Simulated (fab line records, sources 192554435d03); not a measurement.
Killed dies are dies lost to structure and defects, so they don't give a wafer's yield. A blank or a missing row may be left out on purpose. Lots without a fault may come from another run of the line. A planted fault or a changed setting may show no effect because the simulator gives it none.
fab line records | flow n5_finfet
record lots=7 wafers=21
route steps=1938 shown BEOL_M2@851 BEOL_M3@957 BEOL_M5@1157 BEOL_M6@1194
start_h: hours from the record's first day to the start of the lot's first wafer shown | wait_h: hours since the lot's step before | " the same as in the row above | L1.1+2: a row that stands for several wafers | - no value, or no start given | * or withheld: withheld | < > ~ a bound
route shown NAME@n: a module of which the file shows steps, and the number in the route of the first | usual: mean/standard deviation of fault-free wafers | same: alike in all rows | chamber/n: place in a boat | sites: the reading at each site | _std_site: their standard deviation | _edge_site: outer sites' mean less inner sites' | radius_mm: how far each site lies from the wafer's centre | mask NAME#n: copy n | behind: the tool/chamber that last shaped the wafer | hold: why the lot was held/for how many hours/how that ended | device: the transistor (n, p or np) that didn't switch | end of line: the same wafers' tests at the end of the route | a step without rows: its recipe alone | killed: dies lost to structure and defects at the first sort, not the wafer's yield | map: a wafer's dies, x killed, . not, _ none there
set.NAME: the setting as run; set.NAME@STEP: as run at that earlier step | model.NAME: the simulator's own value behind a step, which no gauge read
lots whose settings were changed on purpose; a table a step, a row a wafer
## steps
# step N5_BEOL_M2_EXPOSE_08
# recipe mask_id=M2 na=0.33 source_shape=dipole sigma_inner=0.369 sigma_outer=0.767 polarization=unpolarized dose_mj=41.25
# columns lot.wafer tool chamber start_h wait_h mask set.dose_mj
L079.1+5 euv_scanner-01 0 175.50 - M2#0 41.25
L079.2 " 0 " " M2#0 38.78
L080.1+3+5 euv_scanner-01 0 181.06 - M2#0 41.25
L084.2+3+4 euv_scanner-01 0 195.50 - M2#0 41.25
L088.1+3+4 euv_scanner-02 0 219.56 - M2#0 41.25
L089.2 euv_scanner-02 0 228.57 - M2#0 42.62
L089.3+6 " 0 " " M2#0 41.25
L091.3 euv_scanner-02 0 242.92 - M2#0 41.25
L091.4+6 " 0 " " M2#0 42.8
L096.1+4 euv_scanner-01 0 261.93 - M2#0 43.61
L096.3 " 0 " " M2#0 41.25
# step N5_BEOL_M2_PEB_09
# recipe peb_temp_c=100 peb_time_s=60 resist=CAR-EUV
# step N5_BEOL_M2_DEVELOP_10
# recipe develop_time_s=30 developer=TMAH resist=CAR-EUV rinse_liquid=surfactant_rinse dry=air_spin dev_temp_c=23
# step N5_BEOL_M2_CD_MEAS_11
# recipe target_cd_nm=16.79 landing_energy_ev=500 detector=se_inlens polarity=opening
# usual cd_nm=16.74/0.27
# columns lot.wafer tool chamber start_h wait_h set.dose_mj@BEOL_M2_EXPOSE_08 cd_nm
L079.1 cd_sem-01 0 175.63 - 41.25 16.56
L079.2 " 0 " " 38.78 15.55
L079.5 " 0 " " 41.25 16.94
L080.1 cd_sem-03 0 181.20 - 41.25 16.58
L080.3 " 0 " " 41.25 16.90
L080.5 " 0 " " 41.25 16.65
L084.2 cd_sem-01 0 195.62 - 41.25 16.42
L084.3 " 0 " " 41.25 17.15
L084.4 " 0 " " 41.25 16.99
L088.1 cd_sem-01 0 219.69 - 41.25 16.95
L088.3 " 0 " " 41.25 16.84
L088.4 " 0 " " 41.25 16.66
L089.2 cd_sem-02 0 228.70 - 42.62 17.06
L089.3 " 0 " " 41.25 16.55
L089.6 " 0 " " 41.25 16.83
L091.3 cd_sem-01 0 243.04 - 41.25 16.29
L091.4 " 0 " " 42.8 17.50
L091.6 " 0 " " 42.8 17.22
L096.1 cd_sem-03 0 262.07 - 43.61 17.84
L096.3 " 0 " " 41.25 16.49
L096.4 " 0 " " 43.61 17.77
# step N5_BEOL_M2_DESCUM_16
# recipe chemistry=O2 time_s=7 source_power_w=50 bias_power_w=20 pressure_mtorr=20 rf_frequency_hz=2.712e+07 temp_c=40 resist=CAR-EUV o2_flow_sccm=225
# step N5_BEOL_M2_ETCH_74
# recipe chemistry=N2/H2 target=underlayer target_depth_a=65 mask_material=CAR-EUV time_s=5.2 ion_energy_ev=200 pressure_mtorr=30 source_w=840 bias_w=150 n2_flow_sccm=200 h2_flow_sccm=200 ends=cleared
# columns lot.wafer tool chamber start_h wait_h set.dose_mj@BEOL_M2_EXPOSE_08 model.BEOL_M2.cd_offset_nm
L079.1+5 rie_diel-02 2,3 175.79 0.0 41.25 0
L079.2 " 1 " " 38.78 -1.4
L080.1+5 rie_diel-05 2,3 181.35 0.0 41.25 0
L080.3 " 1 " " 41.25 -0.2
L084.2 rie_diel-05 1 195.79 0.0 41.25 0
L084.3+4 " 3,2 " " 41.25 0.2
L088.1 rie_diel-05 1 219.92 0.0 41.25 0
L088.3+4 " 3,0 " " 41.25 0.2
L089.2 rie_diel-02 1 228.85 0.0 42.62 0.4
L089.3+6 " 2 " " 41.25 0
L091.3 rie_diel-02 2 243.30 0.0 41.25 -0.2
L091.4 " 1 " " 42.8 0.4
L091.6 " 3 " " 42.8 0.8
L096.1 rie_diel-02 1 262.32 0.0 43.61 0.8
L096.3 " 2 " " 41.25 0
L096.4 " 3 " " 43.61 1.2
# step N5_BEOL_M2_ETCH_63
# recipe chemistry=CF4 target=SiARC target_depth_a=156 mask_material=CAR-EUV time_s=26 ion_energy_ev=80 pressure_mtorr=40 source_w=545 bias_w=36 Ar_flow_sccm=100 cf4_flow_sccm=100 ends=cleared
# columns lot.wafer tool chamber start_h wait_h set.spin_rpm@BEOL_M2_COAT_62 set.dose_mj@BEOL_M2_EXPOSE_08 model.BEOL_M2.cd_offset_nm model.etch.depth_nm
L079.1 rie_diel-02 2 175.80 0.0 1500 41.25 -0.2 12.04
L079.2 " 1 " " 1500 38.78 -1.6 12.07
L079.5 " 3 " " 1392 41.25 0 12.47
L080.1 rie_diel-05 2 181.37 0.0 1341 41.25 0 12.74
L080.3 " 1 " " 1341 41.25 -0.2 12.72
L080.5 " 3 " " 1500 41.25 0 12.03
L084.2 rie_diel-05 1 195.81 0.0 1500 41.25 0 11.98
L084.3 " 3 " " 1500 41.25 0.4 11.99
L084.4 " 2 " " 1500 41.25 0.2 11.98
L088.1 rie_diel-05 1 219.94 0.0 1500 41.25 0 12.03
L088.3+4 " 3,0 " " 1500 41.25 0.2 12.04
L089.2 rie_diel-02 1 228.87 0.0 1352 42.62 0.4 12.61
L089.3 " 2 " " 1352 41.25 -0.2 12.61
L089.6 " 2 " " 1500 41.25 -0.2 11.96
L091.3 rie_diel-02 2 243.31 0.0 1641 41.25 -0.2 11.44
L091.4 " 1 " " 1641 42.8 0.4 11.44
L091.6 " 3 " " 1500 42.8 0.8 12.01
L096.1 rie_diel-02 1 262.34 0.0 1611 43.61 0.8 11.57
L096.3 " 2 " " 1500 41.25 0 11.98
L096.4 " 3 " " 1500 43.61 1.2 12
# step N5_BEOL_M3_COAT_67
# recipe resist=SOC temp_c=250 time_s=60 spin_rpm=1500 resist_thk_nm=60
# columns lot.wafer tool chamber start_h wait_h set.spin_rpm model.SOC_of_BEOL_M3_COAT_67.thk_nm
L079.1+5 litho_track-05 0 188.58 0.0 1500 60.2
L079.2 " 0 " " 1500 60.4
L080.1+5 litho_track-03 0 196.44 0.0 1500 60.4
L080.3 " 0 " " 1451 61.2
L084.2+4 litho_track-05 0 222.61 0.0 1500 60
L084.3 " 0 " " 1500 60.2
L088.1+3 litho_track-03 0 248.45 0.0 1500 60
L088.4 " 0 " " 1500 60.2
L089.2+3 litho_track-04 0 249.82 0.0 1500 60.2
L089.6 " 0 " " 1500 60
L091.3 litho_track-04 0 262.69 0.0 1500 60
L091.4+6 " 0 " " 1552 59
L096.1 litho_track-04 0 287.63 0.0 1500 60.2
L096.3+4 " 0 " " 1500 60.4
# step N5_BEOL_M3_COAT_22
# recipe resist=CAR-EUV spin_rpm=1500 resist_thk_nm=30
# columns lot.wafer tool chamber start_h wait_h set.spin_rpm model.CAR-EUV_of_BEOL_M3_COAT_22.thk_nm
L079.1+2+5 litho_track-05 0 - - 1500 30
L080.1+5 litho_track-03 0 - - 1500 30
L080.3 " 0 " " 1500 30.2
L084.2+3 litho_track-05 0 - - 1500 30
L084.4 " 0 " " 1584 29
L088.1+3+4 litho_track-03 0 - - 1500 30
L089.2+6 litho_track-04 0 - - 1500 30
L089.3 " 0 " " 1500 30.2
L091.3 litho_track-04 0 - - 1386 31.4
L091.4 " 0 " " 1386 31.2
L091.6 " 0 " " 1500 30
L096.1+3+4 litho_track-04 0 - - 1500 30.2
# step N5_BEOL_M3_EBR_24
# recipe solvent=PGMEA ebr_width_mm=1.5
# step N5_BEOL_M3_SOFTBAKE_23
# recipe temp_c=110 time_s=60 resist=CAR-EUV
# step N5_BEOL_M3_EXPOSE_25
# recipe mask_id=V2 na=0.33 source_shape=quasar sigma_inner=0.2 sigma_outer=0.8 polarization=unpolarized defocus_nm=5 dose_mj=63
# step N5_BEOL_M3_PEB_26
# recipe peb_temp_c=100 peb_time_s=60 resist=CAR-EUV
# step N5_BEOL_M3_DEVELOP_27
# recipe develop_time_s=30 developer=TMAH resist=CAR-EUV rinse_liquid=surfactant_rinse dry=air_spin dev_temp_c=23
# columns lot.wafer tool chamber start_h wait_h set.spin_rpm@BEOL_M3_COAT_22 model.CAR-EUV_of_BEOL_M3_COAT_22.thk_nm
L079.1+2+5 litho_track-03 0 - - 1500 29.6
L080.1+5 litho_track-04 0 - - 1500 29.6
L080.3 " 0 " " 1500 29.8
L084.2 litho_track-05 0 - - 1500 29.6
L084.3 " 0 " " 1500 29.4
L084.4 " 0 " " 1584 28.6
L088.1+3+4 litho_track-04 0 - - 1500 29.6
L089.2+3+6 litho_track-04 0 - - 1500 29.6
L091.3+4 litho_track-04 0 - - 1386 30.8
L091.6 " 0 " " 1500 29.6
L096.1+3 litho_track-05 0 - - 1500 29.6
L096.4 " 0 " " 1500 29.8
# step N5_BEOL_M3_ALD_98
# recipe material=SiO2 target_thk_a=25 temp_c=100 ald_precursor_family=BDEAS ald_co_reactant=O2-plasma pulse_time_s=1 co_reactant_pulse_time_s=1 purge_time_s=2 co_reactant_purge_time_s=2 ald_cycles=17 pressure_torr=2
# step N5_BEOL_M3_ETCHBACK_99
# recipe chemistry=CHF3 target=SiO2 target_depth_a=50 time_s=10.4 source_w=215 bias_w=47 Ar_flow_sccm=200 CHF3_flow_sccm=12 ion_energy_ev=100 pressure_mtorr=30
# step N5_BEOL_M3_ETCH_70
# recipe chemistry=N2/H2 target=SOC target_depth_a=800 overetch_a=160 mask_material=SiARC temp_c=40 time_s=120 ion_energy_ev=200 pressure_mtorr=30 source_w=840 bias_w=150 n2_flow_sccm=200 h2_flow_sccm=200
# columns lot.wafer tool chamber start_h wait_h set.spin_rpm@BEOL_M3_COAT_67 model.etch.depth_nm
L079.1 rie_diel-06 0 191.23 0.0 1500 60.24
L079.2 " 3 " " 1500 60.34
L079.5 " 0 " " 1500 60.22
L080.1 rie_diel-01 2 205.60 0.0 1500 60.32
L080.3 " 3 " " 1451 61.26
L080.5 " 2 " " 1500 60.33
L084.2 rie_diel-03 0 235.58 0.0 1500 59.94
L084.3 " 1 " " 1500 60.14
L084.4 " 3 " " 1500 59.91
L088.1 rie_diel-01 2 251.60 0.0 1500 60.02
L088.3 " 3 " " 1500 59.97
L088.4 " 0 " " 1500 60.22
L089.2 rie_diel-01 0 253.11 0.0 1500 60.2
L089.3 " 1 " " 1500 60.17
L089.6 " 2 " " 1500 60.1
L091.3 rie_diel-06 0 269.81 0.0 1500 60.09
L091.4 " 2 " " 1552 59.07
L091.6 " 2 " " 1552 59
L096.1 rie_diel-06 3 300.81 0.0 1500 60.26
L096.3 " 2 " " 1500 60.42
L096.4 " 0 " " 1500 60.35
# step N5_BEOL_M3_STRIP_71
# recipe chemistry=N2/H2 temp_c=40 n2_flow_sccm=200 h2_flow_sccm=200 rf_frequency_hz=6e+07
# step N5_BEOL_M3_STRIP_78
# recipe chemistry=N2/H2 temp_c=40 n2_flow_sccm=200 h2_flow_sccm=200 rf_frequency_hz=6e+07
# step N5_BEOL_M3_VIA_ETCH_34
# recipe chemistry=C4F6/O2 target_depth_a=694 mask_material=SOC pressure_mtorr=15 ion_energy_ev=250 taper_deg=4 time_s=65.9 source_w=350 bias_w=170 Ar_flow_sccm=300 C4F6_flow_sccm=10 O2_flow_sccm=10
# columns lot.wafer tool chamber start_h wait_h set.spin_rpm@BEOL_M3_COAT_67 model.SOC_of_BEOL_M3_COAT_67.thk_nm
L079.1+5 rie_diel-06 0 191.33 0.0 1500 52.2
L079.2 " 3 " " 1500 52.4
L080.1+5 rie_diel-01 2 205.70 0.0 1500 52.4
L080.3 " 3 " " 1451 53.2
L084.2 rie_diel-03 0 235.69 0.0 1500 52
L084.3+4 " 1,3 " " 1500 51.6
L088.1+4 rie_diel-01 2,0 251.70 0.0 1500 52.2
L088.3 " 3 " " 1500 52
L089.2+6 rie_diel-01 0,2 253.21 0.0 1500 52.2
L089.3 " 1 " " 1500 52
L091.3 rie_diel-06 0 269.91 0.0 1500 52.2
L091.4 " 2 " " 1552 51.4
L091.6 " 2 " " 1552 51.2
L096.1+4 rie_diel-06 3,0 300.91 0.0 1500 52.4
L096.3 " 2 " " 1500 52.8
# step N5_BEOL_M5_VIA_ETCH_34
# recipe chemistry=C4F6/O2 target=SiCOH_lowk target_depth_a=883 mask_material=SOC taper_deg=4 time_s=39.2 ion_energy_ev=250 pressure_mtorr=30 source_w=345 bias_w=185 Ar_flow_sccm=300 C4F6_flow_sccm=10 O2_flow_sccm=10
# usual rf_vpp_V=669/8.7
# columns lot.wafer tool chamber start_h wait_h set.bias_w rf_vpp_V
L079.1 rie_diel-06 2 228.27 0.0 185 677
L079.2 " 1 " " 198.3 690
L079.5 " 0 " " 198.3 699
L080.1 rie_diel-06 2 231.38 0.0 158 598
L080.3 " 0 " " 185 664
L080.5 " 0 " " 158 585
L084.2 rie_diel-06 1 264.34 0.0 207.3 715
L084.3 " 3 " " 207.3 737
L084.4 " 2 " " 185 679
L088.1 rie_diel-06 2 285.52 0.0 185 675
L088.3 " 3 " " 185 673
L088.4 " 0 " " 185 664
L089.2 rie_diel-01 3 292.15 0.0 185 670
L089.3 " 0 " " 210.1 752
L089.6 " 2 " " 210.1 748
L091.3 rie_diel-01 3 299.07 0.0 185 671
L091.4 " 0 " " 185 680
L091.6 " 2 " " 185 676
L096.1 rie_diel-06 1 324.53 0.0 185 653
L096.3 " 3 " " 198.5 713
L096.4 " 0 " " 198.5 700
# step N5_BEOL_M5_ETCH_41
# recipe chemistry=CH3F/O2 target=SiCN target_depth_a=315 taper_deg=2 time_s=56.7 ion_energy_ev=120 mask_material=TiN pressure_mtorr=30 source_w=395 bias_w=75 Ar_flow_sccm=150 CH3F_flow_sccm=30 O2_flow_sccm=20
# usual rf_vpp_V=297.4/1.4
# columns lot.wafer tool chamber start_h wait_h set.source_w rf_vpp_V
L079.1 rie_diel-06 2 - - 395 298.5
L079.2 " 1 " " 395 297.9
L079.5 " 0 " " 367.8 306.5
L080.1 rie_diel-06 2 - - 395 298.3
L080.3 " 0 " " 395 297.4
L080.5 " 0 " " 395 299.3
L084.2 rie_diel-06 1 - - 395 298.0
L084.3 " 3 " " 395 297.4
L084.4 " 2 " " 395 298.7
L088.1 rie_diel-06 2 - - 395 297.5
L088.3 " 3 " " 395 297.1
L088.4 " 0 " " 395 297.4
L089.2 rie_diel-01 3 - - 395 296.3
L089.3 " 0 " " 395 297.1
L089.6 " 2 " " 395 297.8
L091.3 rie_diel-01 3 - - 395 296.0
L091.4 " 0 " " 395 298.1
L091.6 " 2 " " 339.2 315.2
L096.1 rie_diel-06 1 - - 395 299.3
L096.3 " 3 " " 360.7 307.4
L096.4 " 0 " " 360.7 307.4
# step N5_BEOL_M6_ILD_DEP_00
# recipe material=SiCOH_lowk target_thk_a=1797.5 temp_c=300 precursor=DEMS/porogen pressure_torr=5 rf_w=500 time_s=33.4
# columns lot.wafer tool chamber start_h wait_h set.time_s model.SiCOH_lowk_of_BEOL_M6_ILD_DEP_00.thk_nm
L079.1 pecvd-03 1 236.67 0.0 33.4 177
L079.2 " 2 " " 33.4 177.8
L079.5 " 2 " " 33.4 182
L080.1 pecvd-04 1 238.71 0.0 33.4 179.6
L080.3 " 2 " " 35.48 189.6
L080.5 " 0 " " 35.48 193.8
L084.2 pecvd-03 0 271.65 0.0 33.4 178.6
L084.3 " 2 " " 33.4 180.4
L084.4 " 0 " " 33.4 180
L088.1 pecvd-03 1 293.62 0.0 33.4 182
L088.3 " 2 " " 33.4 180
L088.4 " 1 " " 33.4 182.2
L089.2 pecvd-01 2 303.39 0.0 33.4 179.6
L089.3 " 0 " " 32.05 172.2
L089.6 " 1 " " 32.05 174.4
L091.3 pecvd-01 1 309.37 0.0 33.4 177.6
L091.4 " 1 " " 33.4 179.4
L091.6 " 2 " " 32.03 176
L096.1 pecvd-04 0 331.44 0.0 29.89 161
L096.3 " 2 " " 33.4 179.6
L096.4 " 0 " " 29.89 163.6
# step N5_BEOL_M6_CURE_74
# recipe temp_c=385 time_s=240 ambient=He/Ar material=SiCOH_lowk
# columns lot.wafer tool chamber start_h wait_h set.time_s@BEOL_M6_ILD_DEP_00 model.SiCOH_lowk_of_BEOL_M6_ILD_DEP_00.thk_nm
L079.1 uv_cure-03 1 236.75 0.1 33.4 152.6
L079.2 " 1 " " 33.4 153.2
L079.5 " 1 " " 33.4 157
L080.1 uv_cure-03 0 238.77 0.0 33.4 155
L080.3 " 0 " " 35.48 163.6
L080.5 " 0 " " 35.48 167.4
L084.2 uv_cure-01 0 271.88 0.2 33.4 154
L084.3 " 0 " " 33.4 155.6
L084.4 " 0 " " 33.4 155.2
L088.1 uv_cure-02 0 293.68 0.0 33.4 157
L088.3 " 0 " " 33.4 155.2
L088.4 " 0 " " 33.4 157.2
L089.2 uv_cure-01 2 303.53 0.1 33.4 155
L089.3 " 2 " " 32.05 148.4
L089.6 " 2 " " 32.05 150.4
L091.3 uv_cure-01 0 309.59 0.2 33.4 153.2
L091.4 " 0 " " 33.4 154.8
L091.6 " 0 " " 32.03 151.8
L096.1 uv_cure-01 0 331.51 0.0 29.89 138.6
L096.3 " 0 " " 33.4 154.8
L096.4 " 0 " " 29.89 141
# step N5_BEOL_M6_THK_MEAS_01
# recipe reads=SiCOH_lowk_of_BEOL_M6_ILD_DEP_00
# usual M6_ILD_THK=154.9/1.9
# columns lot.wafer tool chamber start_h wait_h set.time_s@BEOL_M6_ILD_DEP_00 M6_ILD_THK[nm]
L079.1 film_metro-01 - 237.27 0.4 33.4 152.7
L079.2 " - " " 33.4 153.3
L079.5 " - " " 33.4 156.9
L080.1 film_metro-01 - 239.29 0.4 33.4 154.8
L080.3 " - " " 35.48 163.5
L080.5 " - " " 35.48 167.4
L084.2 film_metro-02 - 272.71 0.7 33.4 154.2
L084.3 " - " " 33.4 155.7
L084.4 " - " " 33.4 155.3
L088.1 film_metro-02 - 294.20 0.4 33.4 156.9
L088.3 " - " " 33.4 155.3
L088.4 " - " " 33.4 157.1
L089.2 film_metro-01 - 303.96 0.4 33.4 155.0
L089.3 " - " " 32.05 148.4
L089.6 " - " " 32.05 150.3
L091.3 film_metro-02 - 309.95 0.3 33.4 153.1
L091.4 " - " " 33.4 154.6
L091.6 " - " " 32.03 151.6
L096.1 film_metro-01 - 332.02 0.4 29.89 138.5
L096.3 " - " " 33.4 154.8
L096.4 " - " " 29.89 140.9
# step N5_BEOL_M6_HM_DEP_02
# recipe material=TiN target_thk_a=200 temp_c=25 chamber_pressure_pa=0.49996
# columns lot.wafer tool chamber start_h wait_h set.target_thk_a model.TiN_of_BEOL_M6_HM_DEP_02.thk_nm
L079.1 pvd_sputter-02 - 238.36 1.0 200 20.2
L079.2 " - " " 179.6 18.4
L079.5 " - " " 179.6 18.2
L080.1 pvd_sputter-02 - 239.52 0.2 220.1 22.2
L080.3 " - " " 220.1 22.4
L080.5 " - " " 200 20.4
L084.2 pvd_sputter-02 - 273.20 0.4 200 20.2
L084.3 " - " " 177.1 17.8
L084.4 " - " " 200 19.8
L088.1 pvd_sputter-01 - 295.96 1.7 200 19.8
L088.3+4 " - " " 200 20
L089.2 pvd_sputter-02 - 304.90 0.9 200 20.2
L089.3 " - " " 200 20
L089.6 " - " " 208 21
L091.3 pvd_sputter-02 - 310.70 0.7 200 20
L091.4 " - " " 200 19.6
L091.6 " - " " 215.2 21.2
L096.1 pvd_sputter-03 - 334.05 2.0 188.7 18.6
L096.3 " - " " 200 19.8
L096.4 " - " " 200 19.6
# step N5_BEOL_M6_COAT_59
# recipe resist=SOC temp_c=250 time_s=60 spin_rpm=1500 resist_thk_nm=100
# step N5_BEOL_M6_COAT_60
# recipe resist=SiARC temp_c=220 time_s=60 spin_rpm=1500 resist_thk_nm=35
# step N5_BEOL_M6_STRIP_68
# recipe chemistry=N2/H2 temp_c=40 n2_flow_sccm=200 h2_flow_sccm=200 rf_frequency_hz=6e+07
# step N5_BEOL_M6_STRIP_67
# recipe chemistry=CF4 resist=SiARC power_w=300 bias_power_w=75 pressure_mtorr=50 cf4_flow_sccm=150 rf_frequency_hz=6e+07
# step N5_BEOL_M6_HM_OPEN_17
# recipe chemistry=Cl2/BCl3 target_depth_a=200 overetch_a=60 target=TiN mask_material=SOC ion_energy_ev=150 pressure_mtorr=10 icp_w=1000 bias_w=126 Cl2_flow_sccm=53.25 bcl3_flow_sccm=21.75 Ar_flow_sccm=25
# columns lot.wafer tool chamber start_h wait_h set.target_thk_a@BEOL_M6_HM_DEP_02 model.etch.depth_nm
L079.1 rie_metal-02 0 239.31 0.0 200 20.16
L079.2 " 0 " " 179.6 18.48
L079.5 " 0 " " 179.6 18.28
L080.1 rie_metal-03 0 240.26 0.0 220.1 22.19
L080.3 " 0 " " 220.1 22.36
L080.5 " 1 " " 200 20.36
L084.2 rie_metal-01 1 274.21 0.0 200 20.15
L084.3 " 0 " " 177.1 17.88
L084.4 " 1 " " 200 19.86
L088.1 rie_metal-01 1 296.86 0.0 200 19.76
L088.3 " 1 " " 200 19.92
L088.4 " 0 " " 200 20.05
L089.2 rie_metal-03 1 305.64 0.0 200 20.13
L089.3 " 0 " " 200 19.95
L089.6 " 0 " " 208 21.09
L091.3 rie_metal-01 0 311.60 0.1 200 19.93
L091.4 " 1 " " 200 19.7
L091.6 " 1 " " 215.2 21.21
L096.1 rie_metal-02 1 348.36 4.2 188.7 18.65
L096.3 " 0 " " 200 19.78
L096.4 " 1 " " 200 19.63
## key
split step=N5_BEOL_M2_EXPOSE_08 setting=dose_mj stated=41.25 by=wafer
response step=N5_BEOL_M2_CD_MEAS_11 reading=cd_nm change=+0.213 per=1% r=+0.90
response step=N5_BEOL_M2_ETCH_74 reading=model.BEOL_M2.cd_offset_nm change=+0.197 per=1% r=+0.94
response step=N5_BEOL_M2_ETCH_63 reading=model.BEOL_M2.cd_offset_nm change=+0.21 per=1% r=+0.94
split step=N5_BEOL_M3_COAT_67 setting=spin_rpm stated=1500 by=wafer
response step=N5_BEOL_M3_COAT_67 reading=model.SOC_of_BEOL_M3_COAT_67.thk_nm change=-0.268 per=1% r=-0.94
response step=N5_BEOL_M3_ETCH_70 reading=model.etch.depth_nm change=-0.295 per=1% r=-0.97
response step=N5_BEOL_M3_VIA_ETCH_34 reading=model.SOC_of_BEOL_M3_COAT_67.thk_nm change=-0.253 per=1% r=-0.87
split step=N5_BEOL_M3_COAT_22 setting=spin_rpm stated=1500 by=wafer
response step=N5_BEOL_M3_COAT_22 reading=model.CAR-EUV_of_BEOL_M3_COAT_22.thk_nm change=-0.174 per=1% r=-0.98
response step=N5_BEOL_M3_DEVELOP_27 reading=model.CAR-EUV_of_BEOL_M3_COAT_22.thk_nm change=-0.159 per=1% r=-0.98
split step=N5_BEOL_M5_VIA_ETCH_34 setting=bias_w stated=185 by=wafer
response step=N5_BEOL_M5_VIA_ETCH_34 reading=rf_vpp_V change=+4.99 per=1% r=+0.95
split step=N5_BEOL_M5_ETCH_41 setting=source_w stated=395 by=wafer
response step=N5_BEOL_M5_ETCH_41 reading=rf_vpp_V change=-1.19 per=1% r=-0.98
split step=N5_BEOL_M6_ILD_DEP_00 setting=time_s stated=33.4 by=wafer
response step=N5_BEOL_M6_ILD_DEP_00 reading=model.SiCOH_lowk_of_BEOL_M6_ILD_DEP_00.thk_nm change=+1.61 per=1% r=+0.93
response step=N5_BEOL_M6_CURE_74 reading=model.SiCOH_lowk_of_BEOL_M6_ILD_DEP_00.thk_nm change=+1.4 per=1% r=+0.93
response step=N5_BEOL_M6_THK_MEAS_01 reading=M6_ILD_THK change=+1.41 per=1% r=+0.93
split step=N5_BEOL_M6_HM_DEP_02 setting=target_thk_a stated=200 by=wafer
response step=N5_BEOL_M6_HM_DEP_02 reading=model.TiN_of_BEOL_M6_HM_DEP_02.thk_nm change=+0.19 per=1% r=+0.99
response step=N5_BEOL_M6_HM_OPEN_17 reading=model.etch.depth_nm change=+0.187 per=1% r=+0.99
split outside_this_file step=N5_BEOL_M2_COAT_62 setting=spin_rpm
# split outside_this_file: this setting was split too, and the file shows its column; the key of that split is in another file
